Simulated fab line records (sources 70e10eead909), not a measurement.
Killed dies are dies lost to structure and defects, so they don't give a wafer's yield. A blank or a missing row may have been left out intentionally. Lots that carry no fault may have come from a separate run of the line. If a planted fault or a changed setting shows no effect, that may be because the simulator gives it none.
Chamber matching | flow nand-harc | NHARC_A_STAIRCASE_ETCH_444 on rie-diel-04 has 4 sister chambers
The step etches the open film in C4F8/O2, target depth 10200 nm, time 3400 s. 4 wafers are shown with their chamber, then 8 later ones without.

WAFERS, EACH WITH ITS CHAMBER
wafer  | chamber | rf-vpp-V (V)
L082.3 | 3       | 811
L084.2 | 0       | 800
L084.3 | 2       | 804
L089.3 | 1       | 803

WAFERS MISSING THEIR CHAMBER
wafer  | rf-vpp-V (V)
L089.4 | 812
L089.5 | 805
L088.1 | 811
L088.3 | 803
L088.6 | 805
L091.4 | 803
L091.5 | 800
L091.6 | 810

WHICH CHAMBER EACH ONE RAN IN
wafer  | from the rows above     | in truth
L089.4 | 3                       | 3
L089.5 | can't be placed: 2 or 1 | 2
L088.1 | 3                       | 3
L088.3 | can't be placed: 1 or 2 | 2
L088.6 | can't be placed: 2 or 1 | 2
L091.4 | can't be placed: 1 or 2 | 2
L091.5 | 0                       | 0
L091.6 | 3                       | 3
Correctly placed: 4 of 8. Unplaceable from these rows: 4, with the true chamber sitting among the candidates in 4. Number placed wrongly: 0.
How it was worked out, from the rows above alone: a wafer's distance from a chamber is the root of the sum, over the readings, of the square of ((its reading less the chamber's mean) divided by the reading's scatter). The wafer belongs to the nearest chamber; if the next one is less than 2 further off, it can't be placed. Each chamber's mean is taken over the wafers shown for it. The scatter: root of mean squared gap, hidden wafer to nearest shown wafer, with one shown wafer a chamber.
